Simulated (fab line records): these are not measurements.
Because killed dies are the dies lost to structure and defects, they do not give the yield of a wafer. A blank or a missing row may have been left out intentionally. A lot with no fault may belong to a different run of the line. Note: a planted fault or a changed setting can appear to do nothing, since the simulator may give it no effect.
fab line records	flow n5-finfet
record: lots: 7	wafers: 19	last-day: 17
route steps=1938 shown BEOL_M12@1653 BEOL_M13@1659 PASSIVATION@1936
lots that met no fault: taken from a fault-free run of the same line
start-h: start of the lot's first displayed wafer, in hours after the record's first day	wait-h: how many hours have passed since the lot's step before this one	" repeats the value in the row above	L1.1+2: one row covering several wafers at once	- no value, or no start given	* or withheld: withheld	< > ~ a bound
route shown NAME@n: NAME is a module with steps in the file, n the number in the route of the first one	usual: mean/standard deviation of fault-free wafers	same: alike in all rows	chamber/n: place in a boat	sites: each site's reading	_std_site: how widely they spread, as a standard deviation	_edge_site: outer sites' mean less inner sites'	radius-mm: how far each site lies from the wafer's centre	mask NAME#n: copy n	behind: the tool/chamber that last shaped the wafer	hold: the reason the lot was held/the length of the hold in hours/how it ended	device: the n, p or np transistor that did not switch	end of line: tests of these same wafers at the route's end	for a step that has no rows: nothing shown but its recipe	killed: dies lost to structure and defects at the first sort, not the wafer's yield	map: the dies of a wafer, with x for killed, . for not killed, _ for no die there
set.NAME: the run value of the setting; set.NAME@STEP: its run value at that earlier step	model.NAME: the simulator's own value behind a step, which no gauge read
lots at some steps of the route; a table a step, a row a wafer
services: a tool's chamber out of use, with start hour (start-h, from the record's first day; less than 0 if before it), hours out, and reason
== steps ==
step: N5_BEOL_M12_CMP_49
recipe: stop-on: SiOC	t-overpolish-s: 20.6	down-force-psi: 1	platen-rpm: 50	clearing-platen-down-force-psi: 1.5	clearing-platen-rpm: 50	post-cmp-clean: cu-alkaline	target-thk-nm: 320	clearing-platen-pad-velocity-m-s: 0.99484	pad-velocity-m-s: 0.99484
usual: barrier-field-endpoint-s: 30.3/0.89	head-pressure-psi: 1.0004/0.0021	motor-current-A: 6.3/0.65	overpolish-run-s: 20.600/0.0092
same: t-overpolish-s: 20.6
lot.wafer	tool	chamber	start-h	wait-h	barrier-field-endpoint-s	head-pressure-psi	motor-current-A	overpolish-run-s
L916.2	cmp-04	1	243.35	0.3	30.3	1.0028	6.3	20.585
L916.3	"	2	"	"	31.0	0.9973	7.3	20.605
L916.6	"	0	"	"	30.9	0.9980	5.6	20.601
L920.1	cmp-01	2	271.38	0.3	29.6	1.0012	6.6	20.592
L920.3	"	3	"	"	29.6	1.0000	6.0	20.600
L920.5	"	1	"	"	30.3	1.0020	6.0	20.583
L931.1	cmp-01	3	332.56	0.3	29.6	0.9997	6.3	20.593
L931.6	"	3	"	"	30.1	0.9998	5.9	20.593
L933.1	cmp-01	3	333.19	0.3	30.5	1.0024	6.1	20.603
L933.2	"	2	"	"	30.7	0.9996	7.2	20.594
L933.6	"	3	"	"	30.1	0.9991	5.9	20.594
L932.3	cmp-02	3	336.26	0.2	30.7	1.0018	6.1	20.600
L932.4	"	0	"	"	29.9	1.0010	6.8	20.601
L936.3	cmp-01	3	355.01	0.2	30.9	1.0018	6.2	20.593
L936.2	"	0	"	"	31.0	1.0009	5.5	20.581
L936.6	"	3	"	"	30.5	1.0012	5.7	20.609
L937.4	cmp-04	1	372.76	0.2	30.2	1.0010	6.1	20.607
L937.5	"	2	"	"	30.5	1.0024	7.6	20.608
L937.6	"	3	"	"	29.0	1.0009	6.8	20.607
step: N5_BEOL_M12_THK_MEAS_50
recipe: thk-meas-gauge: xrf	reads: Cu_of_BEOL_M12_ECD_47
usual: M12_THK: 325/6.6
lot.wafer	tool	chamber	start-h	wait-h	M12_THK[nm]
L916.2	film-metro-02	-	243.57	-	322
L916.3	"	-	"	"	333
L916.6	"	-	"	"	331
L920.1	film-metro-02	-	271.64	-	316
L920.3	"	-	"	"	323
L920.5	"	-	"	"	329
L931.1	film-metro-01	-	332.85	-	325
L931.6	"	-	"	"	319
L933.1	film-metro-02	-	333.48	-	319
L933.2	"	-	"	"	333
L933.6	"	-	"	"	330
L932.3	film-metro-02	-	336.48	-	317
L932.4	"	-	"	"	325
L936.2	film-metro-02	-	355.26	-	338
L936.3	"	-	"	"	318
L936.6	"	-	"	"	334
L937.4	film-metro-02	-	372.95	-	326
L937.5	"	-	"	"	329
L937.6	"	-	"	"	319
step: N5_BEOL_M12_PRE_CLEAN_52
recipe: gas: NH3	time-s: 15	temp-c: withheld	rf-power-w: 300
step: N5_BEOL_M12_DEP_53
recipe: material: SiCN	target-thk-a: 300	temp-c: withheld	precursor: 3MS/NH3	pressure-torr: 3	rf-w: 675	time-s: 10.5
usual: showerhead-plenum-p-Torr: 4.15/0.04	throttle-valve-pct: 17.7/0.85
lot.wafer	tool	chamber	start-h	wait-h	showerhead-plenum-p-Torr	throttle-valve-pct
L916.2	pecvd-01	1	243.63	0.0	4.12	17.8
L916.3	"	0	"	"	4.21	18.0
L916.6	"	2	"	"	4.09	16.5
L920.1	pecvd-04	0	271.70	0.0	4.16	18.4
L920.3	"	1	"	"	4.16	18.0
L920.5	"	1	"	"	4.17	17.6
L931.1	pecvd-03	1	332.91	0.0	4.19	18.5
L931.6	"	2	"	"	4.17	17.2
L933.1	pecvd-01	2	333.54	0.0	4.11	16.7
L933.2	"	1	"	"	4.13	17.3
L933.6	"	2	"	"	4.10	16.5
L932.3	pecvd-01	0	336.54	0.0	4.20	17.8
L932.4	"	1	"	"	4.13	17.5
L936.2	pecvd-01	2	355.32	0.0	4.10	16.7
L936.3	"	1	"	"	4.11	17.5
L936.6	"	2	"	"	4.11	16.5
L937.4	pecvd-03	0	373.02	0.0	4.18	17.1
L937.5	"	2	"	"	4.19	17.4
L937.6	"	1	"	"	4.20	18.5
step: N5_BEOL_M12_RS_MEAS_54
recipe: thk-meas-gauge: four-point-probe	reads: Cu_of_BEOL_M12_ECD_47+Ta_of_BEOL_M12_SPUTTER_44+TaN_of_BEOL_M12_SPUTTER_43
usual: M12_RS: 0.0602/0.0011
lot.wafer	tool	chamber	start-h	wait-h	M12_RS[ohm/sq]
L916.2	film-metro-01	-	243.70	0.0	0.0598
L916.3	"	-	"	"	0.0581
L916.6	"	-	"	"	0.0584
L920.1	film-metro-01	-	271.77	0.0	0.0618
L920.3	"	-	"	"	0.0602
L920.5	"	-	"	"	0.0589
L931.1	film-metro-02	-	332.98	0.0	0.0607
L931.6	"	-	"	"	0.0616
L933.1	film-metro-02	-	333.61	0.0	0.0602
L933.2	"	-	"	"	0.0583
L933.6	"	-	"	"	0.0583
L932.3	film-metro-01	-	336.60	0.0	0.0614
L932.4	"	-	"	"	0.0600
L936.2	film-metro-02	-	355.39	0.0	0.0578
L936.3	"	-	"	"	0.0618
L936.6	"	-	"	"	0.0589
L937.4	film-metro-01	-	373.07	0.0	0.0592
L937.5	"	-	"	"	0.0588
L937.6	"	-	"	"	0.0605
step: N5_BEOL_M12_INSPECT_55
recipe: inspect-instrument: darkfield	mode: post-dep
usual: raw-defect-count: 71/22
lot.wafer	tool	chamber	start-h	wait-h	raw-defect-count
L916.2	defect-inspect-01	-	243.72	0.0	65
L916.3	"	-	"	"	54
L916.6	"	-	"	"	72
L920.1	defect-inspect-01	-	271.79	0.0	65
L920.3	"	-	"	"	43
L920.5	"	-	"	"	41
L931.1	defect-inspect-01	-	333.00	0.0	44
L931.6	"	-	"	"	52
L933.1	defect-inspect-01	-	333.63	0.0	64
L933.2	"	-	"	"	53
L933.6	"	-	"	"	22
L932.3	defect-inspect-02	-	336.63	0.0	67
L932.4	"	-	"	"	116
L936.2	defect-inspect-02	-	355.41	0.0	45
L936.3	"	-	"	"	63
L936.6	"	-	"	"	42
L937.4	defect-inspect-01	-	373.10	0.0	68
L937.5	"	-	"	"	54
L937.6	"	-	"	"	53
step: N5_BEOL_M13_ILD_DEP_00
recipe: material: SiOC	target-thk-a: 8379.2	temp-c: 350	precursor: DEMS/O2	pressure-torr: 5	rf-w: 500	time-s: 166.4
usual: heater-power-outer-w: 291/57	heater-power-w: 511/80	showerhead-plenum-p-Torr: 5.697/0.021	throttle-valve-pct: 11.6/0.63
lot.wafer	tool	chamber	start-h	wait-h	heater-power-outer-w	heater-power-w	showerhead-plenum-p-Torr	throttle-valve-pct
L916.2	pecvd-03	0	243.76	0.0	246	454	5.715	11.3
L916.3	"	2	"	"	222	403	5.701	11.3
L916.6	"	1	"	"	392	598	5.704	12.5
L920.1	pecvd-01	2	271.83	0.0	342	595	5.657	11.1
L920.3	"	0	"	"	272	501	5.716	11.7
L920.5	"	1	"	"	355	666	5.650	11.6
L931.1	pecvd-01	1	333.04	0.0	391	713	5.690	11.7
L931.6	"	1	"	"	294	592	5.667	11.6
L933.1	pecvd-02	2	333.67	0.0	295	551	5.690	11.0
L933.2	"	1	"	"	323	486	5.677	12.5
L933.6	"	1	"	"	246	394	5.704	12.8
L932.3	pecvd-02	0	336.66	0.0	269	506	5.699	12.7
L932.4	"	2	"	"	280	516	5.695	10.7
L936.2	pecvd-03	1	355.45	0.0	366	574	5.734	12.4
L936.3	"	2	"	"	242	432	5.702	11.3
L936.6	"	0	"	"	227	424	5.707	11.2
L937.4	pecvd-01	0	373.19	0.1	278	517	5.717	11.8
L937.5	"	1	"	"	287	591	5.665	11.6
L937.6	"	2	"	"	297	535	5.661	11.2
step: N5_BEOL_M13_THK_MEAS_01
recipe: reads: SiOC_of_BEOL_M13_ILD_DEP_00
usual: M13_ILD_THK: 840/10
lot.wafer	tool	chamber	start-h	wait-h	M13_ILD_THK[nm]
L916.2	film-metro-02	-	243.91	0.1	819
L916.3	"	-	"	"	837
L916.6	"	-	"	"	852
L920.1	film-metro-01	-	271.98	0.1	836
L920.3	"	-	"	"	844
L920.5	"	-	"	"	863
L931.1	film-metro-02	-	333.19	0.1	843
L931.6	"	-	"	"	849
L933.1	film-metro-01	-	333.82	0.1	827
L933.2	"	-	"	"	842
L933.6	"	-	"	"	845
L932.3	film-metro-01	-	336.82	0.1	819
L932.4	"	-	"	"	840
L936.2	film-metro-02	-	355.60	0.1	837
L936.3	"	-	"	"	849
L936.6	"	-	"	"	844
L937.4	film-metro-02	-	373.29	0.0	842
L937.5	"	-	"	"	839
L937.6	"	-	"	"	838
step: N5_BEOL_M13_COAT_58
recipe: resist: BARC	temp-c: 205	time-s: 60	spin-rpm: 1500	resist-thk-nm: 89
step: N5_BEOL_M13_COAT_04
recipe: spin-rpm: 1625	resist-thk-nm: 400
step: N5_BEOL_M13_EBR_06
recipe: solvent: PGMEA	ebr-width-mm: 1.5
step: N5_BEOL_M13_SOFTBAKE_05
recipe: temp-c: 130	time-s: 60
step: N5_BEOL_M13_EXPOSE_07
recipe: mask-id: V12	na: 0.93	source-shape: conventional	sigma-outer: 0.6	polarization: unpolarized	attpsm-phase-deg: 180	dose-mj: 24.8
usual: exposure-dose-mJ-cm2: 24.792/0.026
lot.wafer	tool	chamber	start-h	wait-h	mask	exposure-dose-mJ-cm2
L916.2	krf-scanner-01	0	244.17	-	V12#0	24.797
L916.3	"	0	"	"	V12#0	24.804
L916.6	"	0	"	"	V12#0	24.798
L920.1	krf-scanner-02	0	272.24	-	V12#0	24.815
L920.3	"	0	"	"	V12#0	24.797
L920.5	"	0	"	"	V12#0	24.834
L931.1	krf-scanner-01	0	333.32	-	V12#0	26.367
L931.6	"	0	"	"	V12#0	26.348
L933.1	krf-scanner-01	0	333.95	-	V12#0	26.031
L933.2	"	0	"	"	V12#0	26.067
L933.6	"	0	"	"	V12#0	26.052
L932.3	krf-scanner-01	0	337.08	-	V12#0	25.784
L932.4	"	0	"	"	V12#0	25.786
L936.2	krf-scanner-02	0	355.86	-	V12#0	24.763
L936.3	"	0	"	"	V12#0	24.831
L936.6	"	0	"	"	V12#0	24.789
L937.4	krf-scanner-02	0	373.43	-	V12#0	24.808
L937.5	"	0	"	"	V12#0	24.784
L937.6	"	0	"	"	V12#0	24.812
step: N5_BEOL_M13_PEB_08
recipe: peb-temp-c: 130	peb-time-s: 90
step: N5_BEOL_M13_DEVELOP_09
recipe: develop-time-s: 45	rinse-liquid: diw	dry: air-spin	dev-temp-c: 21
step: N5_BEOL_M13_HARDBAKE_14
recipe: temp-c: 130	time-s: 120
step: N5_BEOL_M13_CD_MEAS_10
recipe: target-cd-nm: 190	landing-energy-ev: 500	detector: se-inlens	polarity: opening
usual: cd-nm: 190.1/2
lot.wafer	tool	chamber	start-h	wait-h	cd-nm
L916.2	cd-sem-03	0	244.34	-	190.8
L916.3	"	0	"	"	189.8
L916.6	"	0	"	"	190.3
L920.1	cd-sem-01	0	272.41	-	187.7
L920.3	"	0	"	"	189.4
L920.5	"	0	"	"	191.2
L931.1	cd-sem-01	0	333.49	-	197.1
L931.6	"	0	"	"	199.6
L933.1	cd-sem-01	0	334.12	-	196.7
L933.2	"	0	"	"	196.1
L933.6	"	0	"	"	194.0
L932.3	cd-sem-01	0	337.25	-	196.4
L932.4	"	0	"	"	196.0
L936.2	cd-sem-02	0	356.03	-	189.0
L936.3	"	0	"	"	192.2
L936.6	"	0	"	"	188.8
L937.4	cd-sem-03	0	373.59	-	187.9
L937.5	"	0	"	"	186.5
L937.6	"	0	"	"	187.9
step: N5_BEOL_M13_OVL_MEAS_11
recipe: points-per-wafer: 44
usual: V12_OVL: 0/5.8
same: points-per-wafer: 44
lot.wafer	tool	chamber	start-h	wait-h	V12_OVL[nm]
L916.2	overlay-01	0	244.37	0.0	-6
L916.3	"	0	"	"	3
L916.6	"	0	"	"	-9
L920.1	overlay-02	0	272.44	0.0	-14
L920.3	"	0	"	"	-6
L920.5	"	0	"	"	-5
L931.1	overlay-02	0	333.52	0.0	8
L931.6	"	0	"	"	-1
L933.1	overlay-01	0	334.15	0.0	1
L933.2	"	0	"	"	-1
L933.6	"	0	"	"	0
L932.3	overlay-02	0	337.27	0.0	-5
L932.4	"	0	"	"	-3
L936.2	overlay-02	0	356.06	0.0	3
L936.3	"	0	"	"	1
L936.6	"	0	"	"	1
L937.4	overlay-02	0	373.62	0.0	4
L937.5	"	0	"	"	1
L937.6	"	0	"	"	-4
step: N5_PASSIVATION_PROBE_49
usual: defect-limited-yield: 91.4/1.6	killed_at_M0_to_M3: 35/10	killed_at_M4_up: 12/4.7	killed-at-contacts: 12/5.8	killed-at-front-end: 38/12	killed-at-other: 4/3.2	killed-dies: 102/18	killed-open: 68/14	killed-short: 32/8	sort_bin_5_function: 5.1/0.96	sort_bin_6_memory: 3.2/0.77	sort-n-pass: 1078/20	sort-yield-pct: 91.3/1.7
same: gross-dies: 1180	killed-at-back-side: 0	sort_bin_4_leakage[%]: 0	sort_bin_8_speed[%]: 0
lot.wafer	tool	chamber	start-h	wait-h	defect-limited-yield[%]	killed_at_M0_to_M3	killed_at_M4_up	killed-at-contacts	killed-at-front-end	killed-at-other	killed-dies	killed-open	killed-short	sort_bin_5_function[%]	sort_bin_6_memory[%]	sort-n-pass	sort-yield-pct[%]
L916.2	prober-02	-	275.60	0.1	92.8	39	16	3	25	2	85	65	20	4.5	2.6	1095	92.8
L916.3	prober-02	-	275.65	0.1	91.9	47	15	8	26	0	96	63	33	5.6	2.2	1084	91.9
L916.6	prober-02	-	275.80	0.3	94.1	33	13	6	15	3	70	47	23	4.4	1.4	1110	94.1
L920.1	prober-01	-	309.23	0.6	89.5	37	11	12	44	20	124	76	47	6.6	3.4	1056	89.5
L920.3	prober-01	-	309.33	0.7	89.8	30	12	20	45	13	120	77	40	6.2	3.7	1060	89.8
L920.5	prober-01	-	309.43	0.8	91.0	30	11	13	44	8	106	71	35	5.3	3.7	1074	91.0
L931.1	prober-02	-	370.26	0.0	90.6	58	5	18	30	0	111	79	32	6.0	3.0	1069	90.6
L931.6	prober-02	-	370.51	0.3	90.3	34	10	18	52	0	114	77	37	5.5	4.2	1066	90.3
L933.1	prober-01	-	370.99	0.0	92.5	20	18	24	23	3	88	59	28	4.4	2.6	1092	92.5
L933.2	prober-01	-	371.04	0.1	91.9	44	14	16	15	7	96	66	28	4.0	3.7	1084	91.9
L933.6	prober-01	-	371.24	0.3	92.6	29	11	19	24	4	87	55	29	4.8	2.5	1093	92.6
L932.3	prober-01	-	374.04	0.1	91.6	26	6	20	41	6	99	66	33	4.7	3.5	1081	91.6
L932.4	prober-01	-	374.09	0.2	93.6	26	4	1	33	11	75	44	31	3.1	2.9	1105	93.6
L936.2	prober-02	-	390.80	0.4	90.8	25	18	22	40	3	108	64	43	4.9	3.8	1072	90.8
L936.3	prober-02	-	390.85	0.5	89.4	52	12	16	42	3	125	80	45	6.0	4.2	1055	89.4
L936.6	prober-02	-	391.00	0.6	90.0	39	27	14	38	0	118	88	30	6.4	3.3	1062	90.0
killed by level:class
L916.2 BEOL_M2:geometric-particle:open=12 BEOL_M0_SAQP:geometric-particle:open=8 STARTING-WAFER:geometric-particle:open=7 FIN_SAQP:geometric-particle:open=6 BEOL_M0_SAQP:geometric-particle:short=6 BEOL_M1:geometric-particle:open=6 BEOL_M4:geometric-particle:open=4 STI_FIN_REVEAL:geometric-particle:open=3
L916.3 BEOL_M0_SAQP:geometric-particle:short=11 BEOL_M0_SAQP:geometric-particle:open=11 MOL_CONTACT_COAG:geometric-particle:open=8 BEOL_M2:geometric-particle:open=8 BEOL_M1:geometric-particle:open=7 GATE_CUT:geometric-particle:short=5 BEOL_M3:geometric-particle:open=5 STARTING-WAFER:geometric-particle:short=5
L916.6 BEOL_M1:geometric-particle:open=8 BEOL_M0_SAQP:geometric-particle:short=6 MOL_CONTACT_COAG:geometric-particle:open=5 BEOL_M0_SAQP:geometric-particle:open=5 BEOL_M2:geometric-particle:open=4 BEOL_M4:geometric-particle:open=4 BEOL_M8:geometric-particle:open=4 FIN_SAQP:geometric-particle:open=3
L920.1 FIN_SAQP:geometric-particle:short=13 FIN_SAQP:geometric-particle:open=11 MOL_CONTACT_COAG:geometric-particle:open=10 BEOL_M0_SAQP:geometric-particle:open=8 BEOL_M1:geometric-particle:open=6 PASS1_DEP:geometric-particle:open=6 PAD_METAL:geometric-particle:short=6 STI_FIN_REVEAL:geometric-particle:open=5
L920.3 FIN_SAQP:geometric-particle:open=21 FIN_SAQP:geometric-particle:short=14 BEOL_M1:geometric-particle:open=11 MOL_CONTACT_COAG:geometric-particle:open=11 MOL_CONTACT_COAG:geometric-particle:short=9 BEOL_M0_SAQP:geometric-particle:open=7 BEOL_M2:geometric-particle:open=5 PAD_METAL:geometric-particle:open=4
L920.5 FIN_SAQP:geometric-particle:open=12 MOL_CONTACT_COAG:geometric-particle:open=11 BEOL_M0_SAQP:geometric-particle:open=11 FIN_SAQP:geometric-particle:short=9 BEOL_M1:geometric-particle:open=8 BEOL_M0_SAQP:geometric-particle:short=5 DUMMY_GATE:geometric-particle:open=4 GATE_CUT:geometric-particle:short=4
L931.1 BEOL_M3:geometric-particle:open=17 MOL_CONTACT_COAG:geometric-particle:open=12 BEOL_M0_SAQP:geometric-particle:open=12 FIN_SAQP:geometric-particle:short=9 BEOL_M2:geometric-particle:open=9 FIN_SAQP:geometric-particle:open=8 BEOL_M0_SAQP:geometric-particle:short=7 MOL_CONTACT_COAG:geometric-particle:short=6
L931.6 FIN_SAQP:geometric-particle:open=17 MOL_CONTACT_COAG:geometric-particle:open=15 BEOL_M0_SAQP:geometric-particle:short=14 STI_FIN_REVEAL:geometric-particle:open=12 BEOL_M0_SAQP:geometric-particle:open=8 BEOL_M4:geometric-particle:open=6 FIN_SAQP:geometric-particle:short=4 GATE_CUT:geometric-particle:short=4
L933.1 MOL_CONTACT_COAG:geometric-particle:open=20 BEOL_M4:geometric-particle:open=10 STI_FIN_REVEAL:geometric-particle:open=5 BEOL_M3:geometric-particle:open=5 MOL_CONTACT_COAG:geometric-particle:short=4 BEOL_M2:geometric-particle:open=4 FIN_SAQP:geometric-particle:open=3 FIN_SAQP:geometric-particle:short=3
L933.2 MOL_CONTACT_COAG:geometric-particle:open=13 BEOL_M3:geometric-particle:open=10 BEOL_M0_SAQP:geometric-particle:open=10 BEOL_M2:geometric-particle:open=7 BEOL_M4:geometric-particle:open=6 BEOL_M0_SAQP:geometric-particle:short=5 BEOL_M1:geometric-particle:open=4 BEOL_M3:geometric-particle:short=4
L933.6 MOL_CONTACT_COAG:geometric-particle:open=17 BEOL_M0_SAQP:geometric-particle:short=8 BEOL_M2:geometric-particle:open=7 STARTING-WAFER:geometric-particle:short=6 BEOL_M4:geometric-particle:open=6 FIN_SAQP:geometric-particle:short=5 BEOL_M0_SAQP:geometric-particle:open=5 STI_FIN_REVEAL:geometric-particle:open=4
L932.3 MOL_CONTACT_COAG:geometric-particle:open=18 STI_FIN_REVEAL:geometric-particle:open=10 BEOL_M0_SAQP:geometric-particle:short=10 FIN_SAQP:geometric-particle:open=9 STI_FIN_REVEAL:geometric-particle:short=6 BEOL_M0_SAQP:geometric-particle:open=6 FIN_SAQP:geometric-particle:short=3 GATE_CUT:geometric-particle:short=3
L932.4 STI_FIN_REVEAL:geometric-particle:open=12 FIN_SAQP:geometric-particle:open=7 BEOL_M0_SAQP:geometric-particle:short=7 FIN_SAQP:geometric-particle:short=5 BEOL_M1:geometric-particle:open=5 PASS1_CAP:geometric-particle:short=5 BEOL_M0_SAQP:geometric-particle:open=4 STI_FIN_REVEAL:geometric-particle:short=3
L936.2 MOL_CONTACT_COAG:geometric-particle:open=15 FIN_SAQP:geometric-particle:short=13 BEOL_M4:geometric-particle:open=9 BEOL_M3:geometric-particle:open=8 FIN_SAQP:geometric-particle:open=7 MOL_CONTACT_COAG:geometric-particle:short=6 BEOL_M0_SAQP:geometric-particle:short=6 GATE_CUT:geometric-particle:short=3
L936.3 MOL_CONTACT_COAG:geometric-particle:open=16 FIN_SAQP:geometric-particle:short=12 BEOL_M0_SAQP:geometric-particle:short=12 BEOL_M0_SAQP:geometric-particle:open=10 BEOL_M1:geometric-particle:open=10 BEOL_M0:geometric-particle:open=8 FIN_SAQP:geometric-particle:open=7 BEOL_M4:geometric-particle:open=5
L936.6 BEOL_M4:geometric-particle:open=18 FIN_SAQP:geometric-particle:open=12 MOL_CONTACT_COAG:geometric-particle:open=11 BEOL_M0_SAQP:geometric-particle:short=8 BEOL_M1:geometric-particle:open=8 BEOL_M2:geometric-particle:open=7 BEOL_M0_SAQP:geometric-particle:open=4 FIN_SAQP:geometric-particle:short=4
== services ==
tool	chamber	start-h	hours	kind
krf-scanner-01	0	219.87	-	calibration
pecvd-01	1	233.27	5.5	scheduled-down
cmp-02	-	239.66	0.5	repair
krf-scanner-02	-	248.43	1.3	repair
pecvd-02	0	251.39	5.1	repair
cmp-04	-	253.65	0.9	repair
cmp-02	-	267.38	1.9	repair
pecvd-01	0	279.00	2.1	scheduled-down
krf-scanner-01	-	281.08	1.1	repair
cmp-02	-	287.51	1.1	repair
krf-scanner-01	-	289.29	1.4	repair
cmp-02	-	289.55	2.3	repair
pecvd-01	-	297.19	1.4	repair
krf-scanner-02	-	306.25	1.0	pm
cmp-04	-	310.99	4.0	pm
krf-scanner-02	0	311.05	-	calibration
krf-scanner-02	-	311.51	1.3	pm
pecvd-01	1	314.37	13.0	repair
cmp-04	-	314.99	-	consumable-replace:conditioner
krf-scanner-01	-	321.44	1.3	pm
krf-scanner-02	-	339.54	0.9	repair
krf-scanner-02	-	344.31	0.3	repair
krf-scanner-02	-	362.31	0.8	repair
krf-scanner-01	-	369.21	0.8	pm
== key ==
first-sign: step: N5_BEOL_M13_EXPOSE_07	reading: exposure-dose-mJ-cm2	direction: up	sigmas: 49	usual: 24.792	struck: 26.062
effect: step: N5_BEOL_M13_CD_MEAS_10	reading: cd-nm	direction: up	sigmas: 3.2	usual: 190.1	struck: 196.6	through: control-loop
met-at N5_BEOL_M13_EXPOSE_07
struck-wafers L931.1,L931.6,L932.3,L932.4,L933.1,L933.2,L933.6
loop-trim: step: N5_BEOL_M13_EXPOSE_07	setting: dose	lots: L931,L932,L933
onset-between 244.17 333.32
fault: kind: process-parameter-drift	tool: krf-scanner-01	chamber: -	onset-h: 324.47	steps: N5_BEOL_M13_EXPOSE_07	channel: dose-mj	offset: 1.9957	shape: step	acts-in: these-recipes-only	stated: 24.8
loop-trim: a control loop set the setting to another value than it would have without faults
